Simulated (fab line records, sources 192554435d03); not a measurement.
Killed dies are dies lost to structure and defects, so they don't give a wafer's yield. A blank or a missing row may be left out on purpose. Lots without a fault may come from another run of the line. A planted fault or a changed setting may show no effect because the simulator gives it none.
fab line records | flow n5_finfet | part 1 of 2: steps 1 to 4 of 6
record lots=23 wafers=69 last_day=19
route steps=1938 shown DUMMY_GATE@241 SD_EPI_P@303 SDB@357
lots that met no fault: from a run of the same line without faults
start_h: hours from the record's first day to the start of the lot's first wafer shown | wait_h: hours since the lot's step before | " the same as in the row above | L1.1+2: a row that stands for several wafers | - no value, or no start given | * or withheld: withheld | < > ~ a bound
route shown NAME@n: a module of which the file shows steps, and the number in the route of the first | usual: mean/standard deviation of fault-free wafers | same: alike in all rows | chamber/n: place in a boat | sites: the reading at each site | _std_site: their standard deviation | _edge_site: outer sites' mean less inner sites' | radius_mm: how far each site lies from the wafer's centre | mask NAME#n: copy n | behind: the tool/chamber that last shaped the wafer | hold: why the lot was held/for how many hours/how that ended | device: the transistor (n, p or np) that didn't switch | end of line: the same wafers' tests at the end of the route | a step without rows: its recipe alone | killed: dies lost to structure and defects at the first sort, not the wafer's yield | map: a wafer's dies, x killed, . not, _ none there
set.NAME: the setting as run; set.NAME@STEP: as run at that earlier step | model.NAME: the simulator's own value behind a step, which no gauge read
steps of the route over a sample of lots; a table a step, a row a wafer
services: from which hour (start_h, from the record's first day; less than 0 if before it) a tool's chamber was out of use, for how many hours, and why
## steps
# step N5_DUMMY_GATE_STRIP_40
# recipe chemistry=CF4 resist=SiARC power_w=300 bias_power_w=75 pressure_mtorr=50 cf4_flow_sccm=150 rf_frequency_hz=6e+07
# usual drypump_motor_current_A=5.6/0.43 oes_product_au=0.76/0.071 rf_vpp_V=271.2/1.3 showerhead_plenum_p_Torr=1.80/0.044 throttle_valve_pct=13.62/0.25
# columns lot.wafer tool chamber start_h wait_h drypump_motor_current_A oes_product_au rf_hours_counter_h rf_vpp_V showerhead_plenum_p_Torr throttle_valve_pct
L074.2 rie_diel-02 3 48.73 0.1 5.6 0.68 219 269.9 1.76 13.69
L074.3 " 0 " " 5.1 0.73 157 272.1 1.87 13.87
L074.5 " 0 " " 5.1 0.73 - 272.4 1.87 13.85
L075.1 rie_diel-02 2 53.91 0.1 6.0 0.80 117 271.5 1.80 13.50
L075.2 " 1 " " 5.6 0.91 7 269.3 1.78 13.55
L075.6 " 1 " " 5.6 0.93 - 270.1 1.78 13.55
L076.1 rie_diel-05 3 60.84 0.1 5.1 0.70 208 271.8 1.79 13.91
L076.3 " 2 " " 6.2 0.88 25 271.8 1.81 13.08
L076.6 " 1 " " 5.6 0.73 - 273.3 1.86 13.56
L077.1 rie_diel-05 2 67.35 0.1 6.2 0.89 27 271.5 1.81 13.09
L077.4 " 0 " " 5.2 0.87 50 270.3 1.75 13.16
L077.5 " 0 " " 5.2 0.86 - 270.3 1.75 13.17
L078.1 rie_diel-02 3 70.30 0.1 5.6 0.68 226 270.5 1.75 13.73
L078.3 " 0 " " 5.1 0.72 163 273.0 1.87 13.88
L078.5 " 0 " " 5.1 0.72 - 273.3 1.87 13.87
L079.1 rie_diel-06 3 77.95 0.1 5.6 0.75 154 272.7 1.87 13.73
L079.4 " 2 " " 5.7 0.77 147 273.6 1.87 13.51
L079.6 " 0 " " 5.2 0.81 - 270.9 1.74 13.67
L080.2 rie_diel-06 3 82.20 0.1 5.6 0.74 155 272.4 1.87 13.72
L080.5 " 2 " " 5.6 0.76 - 272.4 1.87 13.52
L080.6 " 3 " " 5.7 0.74 - 272.1 1.87 13.71
L081.1 rie_diel-05 2 89.13 0.1 6.2 0.86 33 271.3 1.81 13.07
L081.3 " 3 " " 5.1 0.70 216 272.1 1.79 13.94
L081.6 " 2 " " 6.2 0.88 - 271.7 1.81 13.07
L082.2 rie_diel-06 0 97.56 0.1 5.2 0.81 88 270.1 1.74 13.68
L082.4 " 2 " " 5.6 0.76 153 273.2 1.86 13.52
L082.5 " 1 " " 6.5 0.69 - 271.4 1.79 13.74
L083.1 rie_diel-06 1 101.17 0.1 6.5 0.69 206 269.4 1.79 13.73
L083.4 " 2 " " 5.6 0.75 155 274.2 1.86 13.55
L083.5 " 1 " " 6.5 0.69 - 269.0 1.79 13.74
L084.1 rie_diel-02 0 109.98 0.1 5.1 0.71 175 272.1 1.86 13.90
L084.5 " 0 " " 5.1 0.72 - 273.5 1.86 13.92
L084.6 " 3 " " 5.6 0.67 - 271.6 1.75 13.75
L085.1 rie_diel-02 3 114.77 0.1 5.6 0.67 241 270.2 1.75 13.76
L085.4 " 1 " " 5.6 0.88 - 270.4 1.77 13.59
L085.5 " 3 " " 5.6 0.67 - 269.5 1.75 13.76
L086.1 rie_diel-05 0 118.19 0.1 5.2 0.85 65 270.3 1.75 13.20
L086.2 " 2 " " 6.2 0.86 43 272.5 1.81 13.12
L086.4 " 1 " " 5.6 0.73 195 273.0 1.85 13.62
L087.1 rie_diel-05 2 126.56 0.1 6.2 0.85 44 271.7 1.81 13.11
L087.5 " 3 " " 5.1 0.69 - 271.2 1.79 13.94
L087.6 " 0 " " 5.2 0.84 - 271.3 1.74 13.20
L088.2 rie_diel-02 2 131.73 0.1 6.0 0.76 141 271.3 1.79 13.57
L088.3 " 0 " " 5.1 0.71 179 271.5 1.86 13.94
L088.5 " 3 " " 5.6 0.66 - 271.4 1.75 13.78
L089.1 rie_diel-02 3 138.75 0.1 5.6 0.66 247 271.5 1.75 13.77
L089.3 " 0 " " 5.1 0.71 180 273.7 1.86 13.92
L089.4 " 2 " " 6.0 0.76 143 271.8 1.79 13.57
L091.1 rie_diel-02 2 147.64 0.1 6.0 0.76 146 271.7 1.79 13.58
L091.2 " 1 " " 5.6 0.87 34 268.9 1.77 13.61
L091.4 " 3 " " 5.6 0.67 250 269.0 1.75 13.78
L092.4 rie_diel-02 2 155.22 0.1 6.0 0.75 - 270.7 1.79 13.59
L092.5 " 0 " " 5.1 0.70 - 273.3 1.86 13.93
L092.6 " 1 " " 5.6 0.86 - 270.6 1.77 13.64
L093.2 rie_diel-06 0 160.56 0.1 5.1 0.79 104 270.5 1.74 13.71
L093.3 " 2 " " 5.6 0.75 170 273.1 1.86 13.57
L093.5 " 3 " " 5.6 0.72 - 274.3 1.86 13.77
L094.1 rie_diel-05 3 166.53 0.1 5.1 0.68 238 270.0 1.79 14.00
L094.2 " 0 " " 5.3 0.83 78 269.3 1.74 13.24
L094.3 " 2 " " 6.2 0.84 56 270.8 1.80 13.13
L095.1 rie_diel-05 0 172.71 0.1 5.2 0.82 80 270.0 1.74 13.22
L095.3 " 1 " " 5.6 0.70 210 272.3 1.85 13.65
L095.5 " 0 " " 5.2 0.83 - 269.9 1.74 13.24
L096.1 rie_diel-06 2 177.86 0.1 5.6 0.74 174 270.3 1.86 13.59
L096.5 " 1 " " 6.5 0.67 - 271.7 1.79 13.78
L096.6 " 0 " " 5.2 0.79 - 269.7 1.74 13.75
L097.1 rie_diel-05 3 185.37 0.2 5.1 0.68 243 270.9 1.78 13.99
L097.3 " 2 " " 6.2 0.83 61 270.3 1.80 13.15
L097.5 " 2 " " 6.2 0.82 - 272.7 1.80 13.15
# step N5_DUMMY_GATE_ETCH_31
# recipe chemistry=C4F6/O2 target=SiO2 mask_material=SOC target_depth_a=825 time_s=27.5 ion_energy_ev=250 pressure_mtorr=30 source_w=345 bias_w=185 Ar_flow_sccm=300 C4F6_flow_sccm=10 O2_flow_sccm=10
# usual drypump_motor_current_A=5.6/0.42 mfc_ar_sccm=299.9/0.93 oes_product_au=0.78/0.077 rf_vpp_V=666/12 showerhead_plenum_p_Torr=2.86/0.074 throttle_valve_pct=21.17/0.26
# columns lot.wafer tool chamber start_h wait_h drypump_motor_current_A mfc_ar_sccm oes_product_au rf_hours_counter_h rf_vpp_V showerhead_plenum_p_Torr throttle_valve_pct
L074.2 rie_diel-02 3 48.90 0.1 5.6 300.5 0.70 219 659 2.79 21.20
L074.3 " 0 " " 5.1 299.7 0.73 157 676 2.98 21.60
L074.5 " 0 " " 5.1 299.2 0.73 - 675 2.99 21.59
L075.1 rie_diel-05 2 54.04 0.1 6.2 299.3 0.92 22 688 2.90 20.77
L075.2 " 3 " " 5.1 300.9 0.70 206 667 2.85 21.51
L075.6 " 2 " " 6.2 300.4 0.91 - 687 2.90 20.76
L076.1 rie_diel-02 3 61.08 0.2 5.6 300.2 0.70 223 659 2.79 21.22
L076.3 " 0 " " 5.1 300.3 0.72 161 674 2.98 21.60
L076.6 " 3 " " 5.6 300.1 0.70 - 659 2.79 21.22
L077.1 rie_diel-05 2 67.45 0.0 6.2 299.4 0.91 27 689 2.90 20.77
L077.4 " 0 " " 5.2 299.7 0.89 50 648 2.81 20.91
L077.5 " 1 " " 5.6 299.2 0.75 - 666 2.93 20.95
L078.1 rie_diel-02 3 70.42 0.1 5.6 298.9 0.69 226 659 2.79 21.23
L078.3 " 2 " " 6.0 298.2 0.79 122 664 2.84 21.00
L078.5 " 0 " " 5.1 299.3 0.72 - 674 2.98 21.60
L079.1 rie_diel-05 2 78.24 0.2 6.2 300.3 0.89 30 687 2.90 20.78
L079.4 " 0 " " 5.2 300.2 0.89 54 649 2.80 20.92
L079.6 " 2 " " 6.2 300.4 0.90 - 688 2.90 20.77
L080.2 rie_diel-02 1 82.30 0.0 5.6 299.0 0.90 15 649 2.78 21.08
L080.5 " 1 " " 5.6 298.0 0.89 - 650 2.78 21.06
L080.6 " 2 " " 6.0 301.6 0.79 - 666 2.84 20.99
L081.1 rie_diel-06 3 89.25 0.1 5.7 299.4 0.74 157 663 2.95 21.19
L081.3 " 0 " " 5.2 301.7 0.82 86 686 2.79 21.48
L081.6 " 0 " " 5.2 300.9 0.83 - 685 2.79 21.47
L082.2 rie_diel-02 0 97.89 0.3 5.1 298.3 0.71 172 674 2.98 21.61
L082.4 " 3 " " 5.6 299.2 0.69 236 661 2.78 21.25
L082.5 " 3 " " 5.6 299.0 0.69 - 659 2.78 21.24
L083.1 rie_diel-02 2 101.27 0.0 6.0 300.1 0.78 133 665 2.84 21.00
L083.4 " 0 " " 5.1 301.1 0.71 173 674 2.98 21.61
L083.5 " 3 " " 5.6 299.0 0.69 - 658 2.78 21.23
L084.1 rie_diel-05 2 110.12 0.1 6.2 299.1 0.88 41 689 2.89 20.80
L084.5 " 1 " " 5.6 300.2 0.75 - 667 2.92 20.99
L084.6 " 0 " " 5.2 298.5 0.87 - 647 2.80 20.93
L085.1 rie_diel-05 3 114.86 0.0 5.1 300.2 0.69 223 669 2.84 21.53
L085.4 " 2 " " 6.2 299.0 0.88 42 687 2.89 20.80
L085.5 " 0 " " 5.2 298.6 0.87 - 648 2.80 20.93
L086.1 rie_diel-06 1 118.29 0.0 6.5 299.2 0.69 210 675 2.79 21.07
L086.2 " 0 " " 5.1 299.1 0.80 93 686 2.79 21.48
L086.4 " 2 " " 5.6 299.7 0.75 159 664 2.98 21.29
L087.1 rie_diel-05 0 126.66 0.0 5.2 298.6 0.86 67 645 2.80 20.95
L087.5 " 2 " " 6.2 299.9 0.87 - 687 2.89 20.79
L087.6 " 3 " " 5.1 300.9 0.69 - 669 2.84 21.53
L088.2 rie_diel-06 2 132.13 0.3 5.6 300.1 0.75 163 666 2.98 21.30
L088.3 " 3 " " 5.7 299.9 0.72 170 663 2.94 21.22
L088.5 " 0 " " 5.2 299.7 0.81 - 685 2.78 21.51
L089.1 rie_diel-02 2 138.84 0.0 6.0 301.0 0.78 143 665 2.83 21.02
L089.3 " 0 " " 5.1 300.2 0.71 180 674 2.97 21.62
L089.4 " 1 " " 5.6 300.4 0.87 31 648 2.77 21.08
L091.1 rie_diel-05 3 147.74 0.0 5.1 299.3 0.69 233 667 2.83 21.56
L091.2 " 1 " " 5.6 299.8 0.73 203 666 2.92 20.98
L091.4 " 2 " " 6.2 299.1 0.86 51 688 2.89 20.81
L092.4 rie_diel-02 2 155.33 0.1 6.0 300.1 0.76 - 663 2.83 21.03
L092.5 " 0 " " 5.1 299.8 0.70 - 674 2.97 21.63
L092.6 " 1 " " 5.7 299.4 0.86 - 648 2.77 21.10
L093.2 rie_diel-02 2 160.67 0.0 6.0 301.0 0.77 150 664 2.83 21.03
L093.3 " 0 " " 5.1 301.1 0.70 188 675 2.97 21.62
L093.5 " 2 " " 6.1 301.3 0.77 - 665 2.83 21.03
L094.1 rie_diel-05 1 166.63 0.0 5.6 298.3 0.72 208 665 2.92 20.99
L094.2 " 3 " " 5.1 300.4 0.68 238 666 2.83 21.54
L094.3 " 2 " " 6.2 300.2 0.86 56 688 2.88 20.79
L095.1 rie_diel-02 1 172.81 0.0 5.7 298.4 0.84 43 648 2.76 21.12
L095.3 " 2 " " 6.0 300.6 0.76 155 664 2.83 21.05
L095.5 " 0 " " 5.1 298.7 0.70 - 674 2.97 21.64
L096.1 rie_diel-06 2 177.96 0.0 5.6 300.9 0.74 174 663 2.98 21.32
L096.5 " 3 " " 5.6 300.7 0.73 - 663 2.93 21.23
L096.6 " 2 " " 5.6 300.9 0.76 - 665 2.98 21.31
L097.1 rie_diel-02 2 185.62 0.2 6.0 298.1 0.76 160 665 2.83 21.06
L097.3 " 3 " " 5.6 301.0 0.97 2 659 2.78 20.86
L097.5 " 3 " " 5.6 300.1 0.98 - 658 2.78 20.85
# step N5_DUMMY_GATE_ETCH_23
# recipe chemistry=HBr/Cl2/O2 HBr_flow_sccm=150 Cl2_flow_sccm=80 O2_flow_sccm=12 bias_w=102 target_depth_a=410 time_s=22.3 target=poly-Si mask_material=SiO2 pressure_mtorr=10 icp_w=800
# usual HBr_flow_sccm=150.0/0.41 drypump_motor_current_A=5.8/0.39 mfc_cl2_sccm=80.03/0.22 oes_product_au=1.001/0.019 throttle_valve_pct=37.24/0.23
# columns lot.wafer tool chamber start_h wait_h HBr_flow_sccm drypump_motor_current_A mfc_cl2_sccm oes_product_au rf_hours_counter_h throttle_valve_pct
L074.2 rie_si-06 3 49.18 0.0 150.0 6.2 80.01 1.018 59 36.79
L074.3 " 1 " " 149.9 5.4 80.05 1.043 200 37.74
L074.5 " 3 " " 150.2 6.2 79.90 1.013 - 36.79
L075.1 rie_si-06 2 54.32 0.0 151.0 5.3 80.03 0.999 84 37.33
L075.2 " 1 " " 150.1 5.4 79.50 1.028 200 37.75
L075.6 " 3 " " 150.9 6.2 79.97 1.016 - 36.78
L076.1 rie_si-01 0 61.36 0.0 149.9 5.8 79.88 0.995 92 37.17
L076.3 " 1 " " 150.7 5.8 80.07 1.019 85 37.28
L076.6 " 0 " " 149.6 5.8 80.16 0.995 - 37.17
L077.1 rie_si-06 3 67.73 0.0 149.8 6.2 80.14 1.022 59 36.77
L077.4 " 0 " " 149.9 5.9 79.90 1.022 7 36.99
L077.5 " 1 " " 149.9 5.4 80.54 1.047 - 37.75
L078.1 rie_si-01 3 70.70 0.0 150.4 6.3 80.17 0.996 33 37.27
L078.3 " 2 " " 149.9 6.2 80.15 0.968 142 37.44
L078.5 " 3 " " 150.2 6.3 80.29 0.990 - 37.29
L079.1 rie_si-01 0 78.52 0.0 149.6 5.8 80.17 0.985 92 37.20
L079.4 " 1 " " 150.3 5.8 79.84 1.010 85 37.28
L079.6 " 0 " " 149.8 5.8 80.14 0.988 - 37.19
L080.2 rie_si-06 2 82.58 0.0 150.2 5.3 80.29 1.007 85 37.32
L080.5 " 3 " " 149.3 6.2 80.55 1.009 - 36.78
L080.6 " 0 " " 150.0 5.9 80.11 1.019 - 36.98
L081.1 rie_si-01 3 89.53 0.0 150.2 6.3 80.09 0.988 33 37.29
L081.3 " 0 " " 149.7 5.8 80.21 0.989 93 37.18
L081.6 " 1 " " 150.0 5.9 79.87 0.995 - 37.27
L082.2 rie_si-02 3 98.17 0.0 149.5 5.8 80.18 0.977 126 37.21
L082.4 " 1 " " 150.0 6.4 79.89 1.013 57 37.70
L082.5 " 2 " " 149.7 4.9 80.23 0.978 - 37.15
L083.1 rie_si-06 3 101.55 0.0 150.1 6.2 80.23 1.014 60 36.78
L083.4 " 0 " " 149.5 5.9 80.09 1.015 7 36.99
L083.5 " 3 " " 150.1 6.2 80.08 1.009 - 36.79
L084.1 rie_si-01 3 110.40 0.0 150.2 6.3 80.13 0.990 33 37.29
L084.5 " 0 " " 150.3 5.8 79.88 0.989 - 37.18
L084.6 " 1 " " 150.0 5.8 79.70 1.027 - 37.26
L085.1 rie_si-01 3 115.14 0.0 149.9 6.3 79.81 0.992 34 37.28
L085.4 " 2 " " 150.0 6.2 80.00 0.964 142 37.43
L085.5 " 0 " " 150.3 5.8 80.46 0.977 - 37.19
L086.1 rie_si-02 3 118.57 0.0 150.4 5.8 80.03 0.986 126 37.24
L086.2 " 1 " " 151.1 6.4 80.21 1.022 57 37.69
L086.4 " 0 " " 150.9 5.7 80.31 1.006 44 37.27
L087.1 rie_si-02 1 126.94 0.0 149.5 6.3 80.09 1.019 57 37.68
L087.5 " 1 " " 149.9 6.3 80.05 1.012 - 37.71
L087.6 " 2 " " 150.4 4.9 80.28 0.976 - 37.16
L088.2 rie_si-01 3 132.41 0.0 149.9 6.3 80.07 1.000 34 37.28
L088.3 " 0 " " 150.2 5.8 79.97 0.995 94 37.19
L088.5 " 3 " " 149.7 6.3 80.10 1.007 - 37.29
L089.1 rie_si-01 0 139.12 0.0 150.8 5.8 79.78 0.988 94 37.19
L089.3 " 1 " " 149.8 5.8 79.71 1.020 86 37.26
L089.4 " 2 " " 149.8 6.2 80.12 0.977 143 37.43
L091.1 rie_si-01 3 148.01 0.0 150.0 6.2 79.94 0.993 34 37.29
L091.2 " 2 " " 149.8 6.2 80.17 0.964 143 37.43
L091.4 " 0 " " 150.6 5.8 79.99 0.991 94 37.20
L092.4 rie_si-02 1 155.58 0.0 150.1 6.4 80.03 1.017 58 37.69
L092.5 " 0 " " 150.0 5.7 80.14 1.001 - 37.28
L092.6 " 1 " " 150.0 6.4 79.84 1.017 - 37.71
L093.2 rie_si-06 0 160.95 0.0 149.9 5.9 80.04 1.029 8 37.01
L093.3 " 2 " " 149.6 5.2 79.61 1.013 86 37.33
L093.5 " 2 " " 150.3 5.2 79.83 1.014 - 37.31
L094.1 rie_si-06 0 166.91 0.0 150.7 5.9 79.97 1.028 8 36.98
L094.2 " 1 " " 150.1 5.4 79.80 1.002 1 37.31
L094.3 " 2 " " 150.3 5.3 80.17 1.014 86 37.32
L095.1 rie_si-06 2 173.09 0.0 149.0 5.2 80.03 0.999 87 37.35
L095.3 " 0 " " 149.8 5.9 80.01 1.023 8 36.98
L095.5 " 1 " " 149.6 5.4 79.90 1.005 - 37.28
L096.1 rie_si-02 2 178.24 0.0 150.1 4.9 79.86 0.974 32 37.15
L096.5 " 0 " " 149.3 5.8 80.08 0.995 - 37.27
L096.6 " 3 " " 149.7 5.8 79.76 0.988 - 37.24
L097.1 rie_si-06 2 185.90 0.0 150.8 5.2 80.12 1.006 87 37.33
L097.3 " 1 " " 150.6 5.4 79.80 1.017 1 37.31
L097.5 " 1 " " 150.5 5.4 80.12 1.015 - 37.30
# step N5_SD_EPI_P_CD_MEAS_09
# recipe target_cd_nm=240 landing_energy_ev=500 detector=se_inlens
# usual cd_nm=239.9/0.8
# columns lot.wafer tool chamber start_h wait_h cd_nm
L074.2 cd_sem-02 0 56.30 - 241.2
L074.3 " 0 " " 241.1
L074.5 " 0 " " 241.1
L075.1 cd_sem-03 0 60.18 - 239.3
L075.2 " 0 " " 239.2
L075.6 " 0 " " 239.6
L076.1 cd_sem-01 0 67.64 - 240.2
L076.3 " 0 " " 239.7
L076.6 " 0 " " 238.6
L077.1 cd_sem-01 0 74.20 - 238.5
L077.4 " 0 " " 239.2
L077.5 " 0 " " 239.8
L078.1 cd_sem-02 0 77.07 - 239.1
L078.3 " 0 " " 240.0
L078.5 " 0 " " 240.1
L079.1 cd_sem-02 0 85.49 - 241.4
L079.4 " 0 " " 240.8
L079.6 " 0 " " 240.7
L080.2 cd_sem-03 0 89.14 - 240.9
L080.5 " 0 " " 240.8
L080.6 " 0 " " 241.6
L081.1 cd_sem-01 0 96.33 - 239.0
L081.3 " 0 " " 240.5
L081.6 " 0 " " 239.9
L082.2 cd_sem-01 0 105.21 - 239.4
L082.4 " 0 " " 239.8
L082.5 " 0 " " 241.2
L083.1 cd_sem-01 0 109.33 - 240.2
L083.4 " 0 " " 239.8
L083.5 " 0 " " 238.8
L084.1 cd_sem-02 0 117.24 - 240.2
L084.5 " 0 " " 240.4
L084.6 " 0 " " 240.6
L085.1 cd_sem-03 0 121.72 - 242.2
L085.4 " 0 " " 241.1
L085.5 " 0 " " 240.2
L086.1 cd_sem-01 0 124.70 - 239.6
L086.2 " 0 " " 240.0
L086.4 " 0 " " 238.2
L087.1 cd_sem-02 0 134.52 - 238.8
L087.5 " 0 " " 240.1
L087.6 " 0 " " 239.1
L088.2 cd_sem-02 0 140.31 - 240.1
L088.3 " 0 " " 239.6
L088.5 " 0 " " 239.6
L089.1 cd_sem-03 0 146.28 - 238.7
L089.3 " 0 " " 239.0
L089.4 " 0 " " 238.9
L091.1 cd_sem-01 0 154.40 - 239.1
L091.2 " 0 " " 240.1
L091.4 " 0 " " 239.6
L092.4 cd_sem-03 0 161.76 - 239.2
L092.5 " 0 " " 240.2
L092.6 " 0 " " 240.6
L093.2 cd_sem-03 0 167.50 - 239.3
L093.3 " 0 " " 240.5
L093.5 " 0 " " 241.0
L094.1 cd_sem-02 0 173.52 - 239.2
L094.2 " 0 " " 239.1
L094.3 " 0 " " 239.5
L095.1 cd_sem-03 0 178.99 - 240.3
L095.3 " 0 " " 241.1
L095.5 " 0 " " 239.6
L096.1 cd_sem-03 0 184.62 - 239.8
L096.5 " 0 " " 238.8
L096.6 " 0 " " 239.0
L097.1 cd_sem-03 0 194.10 - 240.3
L097.3 " 0 " " 239.8
L097.5 " 0 " " 240.2
